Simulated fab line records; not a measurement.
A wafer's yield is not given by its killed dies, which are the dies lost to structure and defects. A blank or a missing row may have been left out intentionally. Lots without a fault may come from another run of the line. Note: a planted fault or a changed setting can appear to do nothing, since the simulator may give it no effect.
fab line records | flow n5_finfet
record: lots: 10 | wafers: 28 | last_day: 17
route steps=1938 shown BEOL_M1@794 BEOL_M4@1111
lots with no fault: from the same line, run without faults
start_h: hours from the record's first day to the start of the lot's first wafer shown | wait_h: hours elapsed since this lot's preceding step | " the same as in the row above | L1.1+2: several wafers, shown together as one row | - value missing, or start not given | * or withheld: withheld | < > ~ a bound
route shown NAME@n: NAME is a module with steps in the file, n the number in the route of the first one | usual: mean/standard deviation taken from wafers without a fault | same: alike in all rows | chamber/n: place in a boat | sites: per-site readings | _std_site: how widely they spread, as a standard deviation | _edge_site: outer sites' mean less inner sites' | radius_mm: for every site, how far away it sits from the centre of the wafer | mask NAME#n: copy n | behind: the last tool/chamber to shape the wafer | hold: why the lot went on hold/how many hours it stayed there/how the hold came to an end | device: names the non-switching transistor (n, p or np) | end of line: the tests these same wafers got at the end of their route | a step given without rows: its recipe and nothing more | killed: count of dies lost to structure and defects at first sort (not the wafer's yield) | map: shows each die of a wafer: x if killed, . if not, _ if none is there
set.NAME: the setting the step ran with; set.NAME@STEP: the setting that earlier step ran with | model.NAME: the simulator's own value behind a step, which no gauge read
route steps across a sampled set of lots; one table per step, one row per wafer
services: from which hour (start_h, from the record's first day; less than 0 if before it) a tool's chamber was out of use, for how many hours, and why
== steps ==
step: N5_BEOL_M1_ETCH_70
recipe: chemistry: N2/H2 | target: SOC | target_depth_a: 800 | overetch_a: 160 | mask_material: SiARC | temp_c: 40 | time_s: 120 | ion_energy_ev: 200 | pressure_mtorr: 30 | source_w: 840 | bias_w: 150 | n2_flow_sccm: 200 | h2_flow_sccm: 200
usual: drypump_motor_current_A: 5.4/0.48 | n2_flow_sccm: 200.1/0.59 | oes_product_au: 0.60/0.06 | rf_fwd_power_W: 835.2/2.9 | rf_vpp_V: 524.6/2.1 | showerhead_plenum_p_Torr: 2.56/0.079 | throttle_valve_pct: 17.80/0.26
lot.wafer | tool        | chamber | start_h | wait_h | drypump_motor_current_A | n2_flow_sccm | oes_product_au | rf_fwd_power_W | rf_hours_counter_h | rf_vpp_V | showerhead_plenum_p_Torr | throttle_valve_pct
L550.1    | rie_diel-05 | 2       | 133.62  | 0.0    | 6.0                     | 199.9        | 0.54           | 832.4          | 222                | 522.7    | 2.51                     | 18.21
L550.2    | "           | 0       | "       | "      | 5.3                     | 199.1        | 0.60           | 829.8          | 144                | 526.2    | 2.54                     | 17.46
L550.4    | "           | 3       | "       | "      | 5.4                     | 200.8        | 0.58           | 839.3          | 156                | 528.5    | 2.65                     | 17.71
L551.4    | rie_diel-03 | 0       | 143.96  | 0.0    | 5.3                     | 199.9        | 0.55           | 834.5          | 178                | 526.1    | 2.65                     | 17.87
L551.5    | "           | 3       | "       | "      | 5.1                     | 200.7        | 0.65           | 832.6          | -                  | 525.2    | 2.57                     | 17.61
L551.6    | "           | 0       | "       | "      | 5.4                     | 200.5        | 0.55           | 831.4          | -                  | 528.1    | 2.65                     | 17.86
L552.1    | rie_diel-05 | 3       | 144.07  | 0.0    | 5.4                     | 199.1        | 0.58           | 839.3          | 159                | 526.1    | 2.65                     | 17.70
L552.2    | "           | 1       | "       | "      | 5.6                     | 199.4        | 0.54           | 835.8          | 237                | 521.1    | 2.40                     | 18.19
L552.6    | "           | 0       | "       | "      | 5.3                     | 200.1        | 0.59           | 835.7          | -                  | 523.6    | 2.54                     | 17.48
L553.1    | rie_diel-06 | 3       | 146.90  | 0.0    | 6.8                     | 200.5        | 0.70           | 832.0          | 25                 | 524.1    | 2.59                     | 17.48
L553.4    | "           | 0       | "       | "      | 5.5                     | 200.9        | 0.59           | 833.1          | 140                | 520.5    | 2.43                     | 17.94
L553.6    | "           | 0       | "       | "      | 5.5                     | 199.6        | 0.59           | 839.1          | -                  | 522.1    | 2.43                     | 17.93
L558.2    | rie_diel-06 | 0       | 178.24  | 0.0    | 5.5                     | 200.2        | 0.59           | 839.5          | 150                | 521.2    | 2.43                     | 17.96
L558.6    | "           | 1       | "       | "      | 5.4                     | 199.2        | 0.66           | 835.8          | -                  | 525.9    | 2.59                     | 17.90
L560.1    | rie_diel-03 | 1       | 192.51  | 0.0    | 5.1                     | 199.4        | 0.55           | 836.0          | 206                | 526.5    | 2.63                     | 17.85
L560.2    | "           | 0       | "       | "      | 5.4                     | 199.6        | 0.54           | 834.4          | 195                | 524.7    | 2.64                     | 17.89
L566.3    | rie_diel-05 | 1       | 233.83  | 0.0    | 5.6                     | 200.2        | 0.70           | 837.6          | 10                 | 528.4    | 2.71                     | 17.80
L566.4    | "           | 1       | "       | "      | 5.6                     | 200.3        | 0.70           | 836.9          | -                  | 528.2    | 2.71                     | 17.80
L566.6    | "           | 3       | "       | "      | 5.4                     | 200.0        | 0.56           | 837.1          | -                  | 525.8    | 2.64                     | 17.75
L567.1    | rie_diel-06 | 0       | 235.59  | 0.0    | 5.5                     | 200.5        | 0.57           | 832.6          | 168                | 522.1    | 2.42                     | 18.00
L567.3    | "           | 1       | "       | "      | 5.4                     | 200.7        | 0.65           | 832.3          | 78                 | 526.3    | 2.58                     | 17.93
L567.6    | "           | 0       | "       | "      | 5.5                     | 200.4        | 0.58           | 833.8          | -                  | 522.7    | 2.42                     | 17.98
L570.2    | rie_diel-03 | 2       | 254.55  | 0.0    | 4.8                     | 199.7        | 0.71           | 831.6          | 20                 | 523.4    | 2.48                     | 17.22
L570.3    | "           | 0       | "       | "      | 5.3                     | 200.1        | 0.52           | 835.8          | 217                | 524.3    | 2.63                     | 17.93
L570.6    | "           | 0       | "       | "      | 5.3                     | 200.3        | 0.53           | 837.3          | -                  | 526.3    | 2.63                     | 17.93
L571.1    | rie_diel-06 | 2       | 262.42  | 0.0    | 5.7                     | 200.3        | 0.55           | 835.2          | 166                | 521.4    | 2.44                     | 18.31
L571.3    | "           | 0       | "       | "      | 5.5                     | 199.7        | 0.56           | 840.3          | 177                | 520.1    | 2.42                     | 18.01
L571.5    | "           | 2       | "       | "      | 5.7                     | 199.3        | 0.55           | 833.3          | -                  | 520.5    | 2.44                     | 18.31
step: N5_BEOL_M1_OCD_MEAS_38
usual: trench_depth_nm: 54.8/0.82
lot.wafer | tool   | chamber | start_h | wait_h | trench_depth_nm
L550.1    | ocd-01 | -       | 133.97  | -      | 54.6
L550.2    | "      | -       | "       | "      | 55.6
L550.4    | "      | -       | "       | "      | 55.8
L551.4    | ocd-01 | -       | 144.32  | -      | 54.5
L551.5    | "      | -       | "       | "      | 54.7
L551.6    | "      | -       | "       | "      | 54.0
L552.1    | ocd-02 | -       | 144.43  | -      | 55.1
L552.2    | "      | -       | "       | "      | 56.1
L552.6    | "      | -       | "       | "      | 55.3
L553.1    | ocd-02 | -       | 147.26  | -      | 55.6
L553.4    | "      | -       | "       | "      | 54.9
L553.6    | "      | -       | "       | "      | 55.1
L558.2    | ocd-01 | -       | 178.59  | -      | 54.5
L558.6    | "      | -       | "       | "      | 56.6
L560.1    | ocd-01 | -       | 192.87  | -      | 53.8
L560.2    | "      | -       | "       | "      | 54.9
L566.3    | ocd-01 | -       | 234.19  | -      | 55.8
L566.4    | "      | -       | "       | "      | 56.3
L566.6    | "      | -       | "       | "      | 54.7
L567.1    | ocd-02 | -       | 235.95  | -      | 55.2
L567.3    | "      | -       | "       | "      | 55.9
L567.6    | "      | -       | "       | "      | 55.0
L570.2    | ocd-02 | -       | 254.91  | -      | 55.7
L570.3    | "      | -       | "       | "      | 55.2
L570.6    | "      | -       | "       | "      | 54.5
L571.1    | ocd-02 | -       | 262.78  | -      | 55.0
L571.3    | "      | -       | "       | "      | 54.9
L571.5    | "      | -       | "       | "      | 54.3
step: N5_BEOL_M1_ALD_84
recipe: material: TaN | target_thk_a: * | temp_c: 275 | ald_precursor_family: PDMAT | ald_co_reactant: NH3 | pressure_torr: 3 | carrier_flow_sccm: 1500 | pulse_time_s: 2 | purge_time_s: 3 | co_reactant_purge_time_s: 2 | co_reactant_pulse_time_s: 3 | ald_cycles: 30 | precursor_vessel_temp_c: 75 | precursor_vessel_pressure_torr: 26.25 | precursor_vessel_carrier_sccm: 1000
usual: ald_cycles: 30/0 | heater_power_w: 395/44
lot.wafer | tool         | chamber | start_h | wait_h | ald_cycles | heater_power_w
L550.1    | ald_metal-01 | 0       | 134.29  | 0.1    | 30         | 405
L550.2    | "            | 1       | "       | "      | 30         | 349
L550.4    | "            | 2       | "       | "      | 30         | 422
L551.4    | ald_metal-01 | 3       | 144.90  | 0.0    | 30         | 337
L551.5    | "            | 0       | "       | "      | 30         | 384
L551.6    | "            | 1       | "       | "      | 30         | 355
L552.1    | ald_metal-03 | 3       | 144.95  | 0.0    | 30         | 368
L552.2    | "            | 1       | "       | "      | 30         | 359
L552.6    | "            | 3       | "       | "      | 30         | 375
L553.1    | ald_metal-01 | 2       | 147.79  | 0.0    | 30         | 413
L553.4    | "            | 1       | "       | "      | 30         | 362
L553.6    | "            | 0       | "       | "      | 30         | 396
L558.2    | ald_metal-01 | 1       | 179.20  | 0.0    | 32         | 368
L558.6    | "            | 0       | "       | "      | 30         | 382
L560.1    | ald_metal-01 | 1       | 193.73  | 0.0    | 32         | 361
L560.2    | "            | 3       | "       | "      | 32         | 337
L566.3    | ald_metal-03 | 1       | 235.13  | 0.1    | 30         | 368
L566.4    | "            | 3       | "       | "      | 30         | 367
L566.6    | "            | 1       | "       | "      | 30         | 374
L567.1    | ald_metal-04 | 3       | 236.57  | 0.0    | 30         | 443
L567.3    | "            | 1       | "       | "      | 30         | 489
L567.6    | "            | 0       | "       | "      | 30         | 488
L570.2    | ald_metal-04 | 2       | 255.41  | 0.0    | 30         | 361
L570.3    | "            | 1       | "       | "      | 30         | 501
L570.6    | "            | 0       | "       | "      | 30         | 462
L571.1    | ald_metal-04 | 3       | 263.22  | 0.1    | 30         | 435
L571.3    | "            | 2       | "       | "      | 30         | 370
L571.5    | "            | 3       | "       | "      | 30         | 446
step: N5_BEOL_M1_SPUTTER_48
recipe: material: Cu | target_thk_a: 45 | temp_c: -20 | chamber_pressure_pa: 0.07 | power_w: withheld | time_s: 8.29
usual: chuck_gas_flow_sccm: 1.27/0.051 | throttle_valve_pct: 29.5/0.76
lot.wafer | tool           | chamber | start_h | wait_h | chuck_gas_flow_sccm | throttle_valve_pct
L550.1    | pvd_sputter-03 | -       | 136.13  | 1.2    | 1.22                | 30.2
L550.2    | "              | -       | "       | "      | 1.32                | 29.2
L550.4    | "              | -       | "       | "      | 1.30                | 29.3
L551.4    | pvd_sputter-02 | -       | 145.43  | 0.0    | 1.20                | 29.7
L551.5    | "              | -       | "       | "      | 1.28                | 29.7
L551.6    | "              | -       | "       | "      | 1.23                | 29.9
L552.1    | pvd_sputter-03 | -       | 145.55  | 0.1    | 1.25                | 29.2
L552.2    | "              | -       | "       | "      | 1.35                | 29.2
L552.6    | "              | -       | "       | "      | 1.28                | 29.3
L553.1    | pvd_sputter-03 | -       | 148.31  | 0.1    | 1.31                | 30.2
L553.4    | "              | -       | "       | "      | 1.20                | 29.0
L553.6    | "              | -       | "       | "      | 1.41                | 29.3
L558.2    | pvd_sputter-03 | -       | 179.90  | 0.3    | 1.33                | 29.6
L558.6    | "              | -       | "       | "      | 1.24                | 29.2
L560.1    | pvd_sputter-02 | -       | 194.46  | 0.1    | 1.28                | 29.8
L560.2    | "              | -       | "       | "      | 1.28                | 28.8
L566.3    | pvd_sputter-02 | -       | 235.69  | 0.1    | 1.22                | 29.7
L566.4    | "              | -       | "       | "      | 1.24                | 29.4
L566.6    | "              | -       | "       | "      | 1.32                | 29.8
L567.1    | pvd_sputter-03 | -       | 237.19  | 0.1    | 1.29                | 28.9
L567.3    | "              | -       | "       | "      | 1.26                | 29.2
L567.6    | "              | -       | "       | "      | 1.31                | 29.2
L570.2    | pvd_sputter-01 | -       | 256.08  | 0.3    | 1.20                | 29.5
L570.3    | "              | -       | "       | "      | 1.24                | 28.8
L570.6    | "              | -       | "       | "      | 1.30                | 27.7
L571.1    | pvd_sputter-02 | -       | 264.41  | 0.1    | 1.30                | 28.8
L571.3    | "              | -       | "       | "      | 1.24                | 29.8
L571.5    | "              | -       | "       | "      | 1.26                | 29.4
step: N5_BEOL_M4_RC_MEAS_101
usual: DIBL_N: 36.4/1.5 | DIBL_P: 36.4/1.6 | IOFF_N: 0.164/0.025 | IOFF_P: 0.214/0.028 | ION_N: 675/9.9 | ION_P: 463/6.5 | SS_N: 71.5/0.5 | SS_P: 73.3/0.56 | VT_N: 249.2/2.7 | VT_P: -250.1/2.8
lot.wafer | tool      | chamber | start_h | wait_h | DIBL_N[mV/V] | DIBL_P[mV/V] | IOFF_N[nA/um] | IOFF_P[nA/um] | ION_N[uA/um] | ION_P[uA/um] | SS_N[mV/dec] | SS_P[mV/dec] | VT_N[mV] | VT_P[mV]
L550.1    | prober-01 | 0       | 177.93  | 0.0    | 37.4         | 35.4         | 0.145         | 0.213         | 671          | 465          | 70.9         | 73.9         | 251.9    | -249.3
L550.2    | "         | 0       | "       | "      | 38.5         | 37.0         | 0.171         | 0.250         | 678          | 470          | 71.7         | 74.0         | 249.3    | -245.5
L550.4    | "         | 0       | "       | "      | 36.1         | 33.7         | 0.129         | 0.190         | 659          | 459          | 71.3         | 73.2         | 254.3    | -250.1
L551.4    | prober-02 | 0       | 180.43  | 0.5    | 35.8         | 37.5         | 0.165         | 0.224         | 677          | 471          | 71.8         | 73.8         | 249.6    | -249.5
L551.5    | "         | 0       | "       | "      | 36.0         | 37.2         | 0.168         | 0.219         | 682          | 467          | 71.8         | 73.6         | 247.4    | -249.8
L551.6    | "         | 0       | "       | "      | 35.8         | 36.9         | 0.166         | 0.208         | 687          | 467          | 70.9         | 73.2         | 248.3    | -250.5
L552.1    | prober-01 | 0       | 183.12  | 0.0    | 36.4         | 36.9         | 0.153         | 0.173         | 671          | 455          | 71.8         | 73.3         | 248.6    | -253.4
L552.2    | "         | 0       | "       | "      | 34.1         | 34.1         | 0.111         | 0.145         | 657          | 440          | 70.8         | 72.7         | 256.2    | -257.7
L552.6    | "         | 0       | "       | "      | 35.7         | 35.4         | 0.134         | 0.160         | 656          | 447          | 71.7         | 73.6         | 252.8    | -254.4
L553.1    | prober-01 | 0       | 189.48  | 0.0    | 35.8         | 35.7         | 0.163         | 0.214         | 678          | 462          | 70.9         | 73.4         | 250.3    | -252.0
L553.4    | "         | 0       | "       | "      | 35.2         | 34.7         | 0.154         | 0.195         | 676          | 460          | 71.1         | 73.3         | 250.3    | -250.5
L553.6    | "         | 0       | "       | "      | 34.1         | 34.3         | 0.136         | 0.186         | 664          | 460          | 70.7         | 72.3         | 253.4    | -251.6
L558.2    | prober-01 | 0       | 216.88  | 0.5    | 38.7         | 36.1         | 0.184         | 0.239         | 681          | 470          | 72.0         | 73.4         | 246.6    | -247.6
L558.6    | "         | 0       | "       | "      | 38.6         | 36.6         | 0.187         | 0.254         | 675          | 465          | 71.8         | 73.6         | 245.5    | -248.3
L560.1    | prober-01 | 0       | 234.55  | 0.0    | 35.4         | 35.3         | 0.159         | 0.232         | 683          | 478          | 72.0         | 73.2         | 249.1    | -247.9
L560.2    | "         | 0       | "       | "      | 36.5         | 37.1         | 0.188         | 0.260         | 695          | 477          | 72.6         | 73.9         | 244.5    | -246.2
L566.3    | prober-01 | 0       | 272.41  | 0.3    | 37.9         | 38.7         | 0.222         | 0.244         | 696          | 468          | 72.3         | 73.6         | 246.7    | -248.5
L566.4    | "         | 0       | "       | "      | 36.9         | 37.5         | 0.207         | 0.225         | 697          | 468          | 71.7         | 74.4         | 245.8    | -249.9
L566.6    | "         | 0       | "       | "      | 38.5         | 39.4         | 0.247         | 0.256         | 703          | 469          | 71.3         | 74.2         | 242.5    | -246.1
L567.1    | prober-02 | 0       | 276.77  | 0.0    | 36.6         | 36.1         | 0.169         | 0.222         | 680          | 464          | 72.2         | 74.0         | 246.4    | -247.6
L567.3    | "         | 0       | "       | "      | 37.7         | 37.9         | 0.189         | 0.250         | 681          | 469          | 71.9         | 73.8         | 244.4    | -248.1
L567.6    | "         | 0       | "       | "      | 36.6         | 36.4         | 0.160         | 0.222         | 669          | 469          | 72.1         | 74.0         | 248.8    | -249.1
L570.2    | prober-02 | 0       | 291.64  | 0.2    | 35.1         | 34.9         | 0.159         | 0.175         | 681          | 458          | 71.7         | 73.1         | 250.2    | -254.8
L570.3    | "         | 0       | "       | "      | 34.7         | 34.4         | 0.146         | 0.169         | 674          | 457          | 71.1         | 73.1         | 249.3    | -252.5
L570.6    | "         | 0       | "       | "      | 35.5         | 35.5         | 0.157         | 0.187         | 667          | 455          | 71.8         | 72.9         | 249.2    | -254.0
L571.1    | prober-02 | 0       | 304.01  | 0.7    | 35.5         | 35.8         | 0.140         | 0.200         | 660          | 457          | 71.3         | 72.4         | 250.5    | -249.5
L571.3    | "         | 0       | "       | "      | 36.0         | 36.8         | 0.158         | 0.221         | 670          | 465          | 72.0         | 73.2         | 249.4    | -250.0
L571.5    | "         | 0       | "       | "      | 36.3         | 36.5         | 0.155         | 0.216         | 665          | 464          | 71.7         | 72.3         | 251.5    | -250.7
== services ==
tool         | chamber | start_h | hours | kind
ald_metal-04 | 0       | 124.71  | 31.1  | repair
rie_diel-06  | 3       | 158.92  | 1.5   | repair
rie_diel-03  | 2       | 161.17  | -     | clean
rie_diel-03  | 2       | 161.17  | -     | consumable_replace:focus_ring
rie_diel-03  | 2       | 161.17  | 17.2  | scheduled_down
rie_diel-03  | 2       | 161.17  | 17.2  | vent_cycle
ald_metal-01 | 2       | 181.99  | 29.3  | repair
ald_metal-03 | 0       | 184.81  | 18.2  | repair
rie_diel-05  | 1       | 189.36  | -     | clean
rie_diel-05  | 1       | 189.36  | -     | consumable_replace:focus_ring
rie_diel-05  | 1       | 189.36  | -     | consumable_replace:showerhead
rie_diel-05  | 1       | 189.36  | 17.0  | scheduled_down
rie_diel-05  | 1       | 189.36  | 17.0  | vent_cycle
rie_diel-03  | 2       | 208.36  | 12.5  | repair
rie_diel-03  | 3       | 217.87  | 22.0  | repair
rie_diel-05  | 2       | 219.60  | -     | clean
rie_diel-05  | 2       | 219.60  | -     | consumable_replace:focus_ring
rie_diel-05  | 2       | 219.60  | 16.4  | scheduled_down
rie_diel-05  | 2       | 219.60  | 16.4  | vent_cycle
ald_metal-01 | 3       | 228.46  | 3.6   | repair
rie_diel-05  | 3       | 240.96  | 8.6   | repair
== key ==
first_sign: step: N5_BEOL_M1_ALD_84 | reading: ald_cycles | direction: up | sigmas: 99+ | usual: * | struck: *
effect none on later readings
met_at N5_BEOL_M1_ALD_84
struck_lots L558,L560
struck_wafers L558.2,L560.1,L560.2
not_acting_at N5_BEOL_M1_ETCH_70,N5_BEOL_M1_OCD_MEAS_38,N5_BEOL_M1_SPUTTER_48
onset_between 147.79 179.20
fault: kind: process_parameter_drift | tool: ald_metal-01 | chamber: - | onset_h: 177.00 | steps: N5_BEOL_M1_ALD_84 | channel: ald_cycles | offset: * | shape: step | end_h: 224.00 | scope: struck_wafers_only | acts_in: * | stated: *
